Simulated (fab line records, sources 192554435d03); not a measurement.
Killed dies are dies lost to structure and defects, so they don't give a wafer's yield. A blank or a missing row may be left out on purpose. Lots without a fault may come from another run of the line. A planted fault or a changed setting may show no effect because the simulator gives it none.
A struck lot beside a sound one | flow n5_finfet | 39 steps out of a route of 1938
Sound: wafers L544.1, L544.3, L544.4. Struck: wafer L541.2. (L541.1, L541.3 of the same lot were not struck and are left out.) The cause comes at the end.
At each step with rows: each side's tool, then ch and its chambers, then its first start. Under that, the readings that differ: sound wafers | struck wafers | difference of the means | sigmas: that difference in standard deviations of wafers without a fault.
alike: readings whose means differ by less than 2 such deviations, and words and numbers that are the same on both sides. not compared: withheld readings, readings that some wafer has no value for, bounds like >300 that may hide the same value, and numbers for which the record gives no deviation and whose values overlap.
The two part at a step that has a row with sigmas, a row that says differs or no value, or rows on one side only. Numbers that don't overlap but have no deviation are shown without sigmas and don't part them. A reading that every wafer of one side lacks parts them only if that side has two wafers or more.

first, 10 steps without rows for these wafers: N5_PMOS_HMC_CHANNEL_EPI_PRECLEAN_37 (cleans in O3/DIW, time 45 s); N5_PMOS_HMC_CHANNEL_EPI_PRECLEAN_24 (cleans in DHF, time 30 s); N5_PMOS_HMC_CHANNEL_EPI_SRD_25 (time 30 s); N5_PMOS_HMC_CHANNEL_EPI_EPI_26 (deposits Si from SiH4/H2, target thk 3.8 nm, time 22.7 s); N5_FIN_SAQP_PRECLEAN_42 (cleans in O3/DIW, time 60 s); N5_FIN_SAQP_PRECLEAN_00 (cleans in SC1, time 60 s); N5_FIN_SAQP_PRECLEAN_44 (cleans in SC2, time 45 s); N5_FIN_SAQP_SRD_01 (time 30 s); N5_FIN_SAQP_ALD_61 (deposits SiO2, target thk 4 nm, pulse time 1 s, purge time 2 s); N5_FIN_SAQP_DENSIFY_62 (time 60 s).
N5_FIN_SAQP_HM_DEP_03: deposits SiNx from SiH4/NH3/N2, target thk 38 nm, time 33.6 s.
  sound on pecvd-01 ch 0,2, day 6 04:44; struck on pecvd-02 ch 1, day 5 10:11
  reading                                      | sound            | struck | difference | sigmas
  model.SiNx_of_FIN_SAQP_HM_DEP_03.thk_nm (nm) | 38.2 38.33 38.44 | 33.91  | -4.41      |
  alike: heater_power_w, showerhead_plenum_p_Torr, throttle_valve_pct
N5_FIN_SAQP_THK_MEAS_05:
  sound on film_metro-02, day 6 04:51; struck on film_metro-01, day 5 10:16
  reading     | sound          | struck | difference | sigmas
  thk_nm (nm) | 38.2 38.3 38.5 | 34.0   | -4.3       | -7
then, 24 steps without rows for these wafers: N5_FIN_SAQP_PECVD_47 (deposits a-Si from SiH4/He, target thk 45 nm, time 36.3 s); N5_FIN_SAQP_PECVD_48 (deposits SiNx from SiH4/NH3/N2, target thk 25 nm, time 22.1 s); N5_FIN_SAQP_PECVD_06 (deposits a-Si from SiH4/He, target thk 60 nm, time 48.1 s); N5_FIN_SAQP_HM_DEP_72 (deposits SiO2 from SiH4/N2O, target thk 12 nm, time 7.2 s); N5_FIN_SAQP_COAT_49 (time 60 s, resist thk 100 nm); N5_FIN_SAQP_COAT_50 (time 60 s, resist thk 35 nm); N5_FIN_SAQP_COAT_10 (resist thk 90 nm); N5_FIN_SAQP_EBR_12; N5_FIN_SAQP_SOFTBAKE_11 (time 60 s); N5_FIN_SAQP_EXPOSE_13 (exposes mask FIN CORE, target cd 35.6 nm); N5_FIN_SAQP_PEB_14 (peb time 60 s); N5_FIN_SAQP_DEVELOP_15 (develop time 30 s); N5_FIN_SAQP_DESCUM_21 (chemistry O2, time 7.9 s); N5_FIN_SAQP_ETCH_51 (etches SiARC in CF4, target depth 45.5 nm, time 75.8 s); N5_FIN_SAQP_ETCH_52 (etches SOC in N2/H2, target depth 100 nm, overetch 20 nm, time 150 s); N5_FIN_SAQP_STRIP_53 (strips in N2/H2); N5_FIN_SAQP_HM_OPEN_73 (chemistry CHF3/O2, target SiO2, stops on a-Si, target depth 12 nm, time 16.8 s); N5_FIN_SAQP_STRIP_74 (strips in CHF3/O2); N5_FIN_SAQP_MANDREL_ETCH_22 (etches a-Si in HBr/Cl2, stops on SiNx, target depth 60 nm, bt time 10 s, time 30 s); N5_FIN_SAQP_STRIP_55 (strips in N2/H2); N5_FIN_SAQP_STRIP_23 (strips in SPM, time 750 s); N5_FIN_SAQP_SRD_66 (time 30 s); N5_FIN_SAQP_RECESS_75 (chemistry HF/NH3, target SiO2, target depth 14.4 nm, afs cycles 3, sublimation time 60 s); N5_FIN_SAQP_SPACER1_ALD_24 (deposits SiO2, target thk 20.3 nm, pulse time 1 s, purge time 2 s).
N5_FIN_SAQP_HM_OPEN_33: chemistry CH3F/O2, target SiNx, target depth 49.4 nm, time 70.6 s.
  sound on rie_diel-03 ch 1,2, day 6 09:57; struck on rie_diel-05 ch 3, day 5 17:47
  reading                  | sound            | struck | difference | sigmas
  etch_rf_on_time_s (s)    | 71.1 70.2 71.4   | 65.7   | -5.2       | -3
  model.etch.depth_nm (nm) | 37.58 37.7 37.81 | 33.28  | -4.42      |
  alike: bias_w, drypump_motor_current_A, oes_f_703_au, oes_product_au, rf_vpp_V, showerhead_plenum_p_Torr, throttle_valve_pct
  not compared: rf_hours_counter_h
N5_STI_FIN_REVEAL_RECESS_09: chemistry HF/NH3, target SiO2, afs cycles 11, target depth 42.5 nm, sublimation time 60 s.
  sound on vapor_etch-01 ch 0,1, day 6 18:00; struck on vapor_etch-02 ch 0, day 6 01:42
  reading                                      | sound          | struck | difference | sigmas
  model.SiNx_of_FIN_SAQP_HM_DEP_03.thk_nm (nm) | 17.2 18.6 19.2 | 14     | -4         |
  alike: drypump_motor_current_A, temp_c
-- the record jumps here: 6 days lie between the struck wafers' starts before and after (it left off in module STI_FIN_REVEAL and takes up again in module BEOL_M4, whose first step shown is number 1111 of the route) --
N5_BEOL_M4_RC_MEAS_101:
  sound on prober-01 ch 0, day 12 03:14; struck on prober-01 ch 0, day 11 17:29
  reading       | sound          | struck | difference | sigmas
  DIBL_N (mV/V) | 38.3 33.0 34.1 | 40.3   | +5.2       | +2
  SS_P (mV/dec) | 73.5 72.0 72.3 | 74.4   | +1.8       | +2
  alike: DIBL_P, IOFF_N, IOFF_P, ION_N, ION_P, SS_N, VT_N, VT_P

WHERE THEY PART
First at N5_FIN_SAQP_THK_MEAS_05; last, within this record, at N5_BEOL_M4_RC_MEAS_101.

WHY: what the simulator had put in
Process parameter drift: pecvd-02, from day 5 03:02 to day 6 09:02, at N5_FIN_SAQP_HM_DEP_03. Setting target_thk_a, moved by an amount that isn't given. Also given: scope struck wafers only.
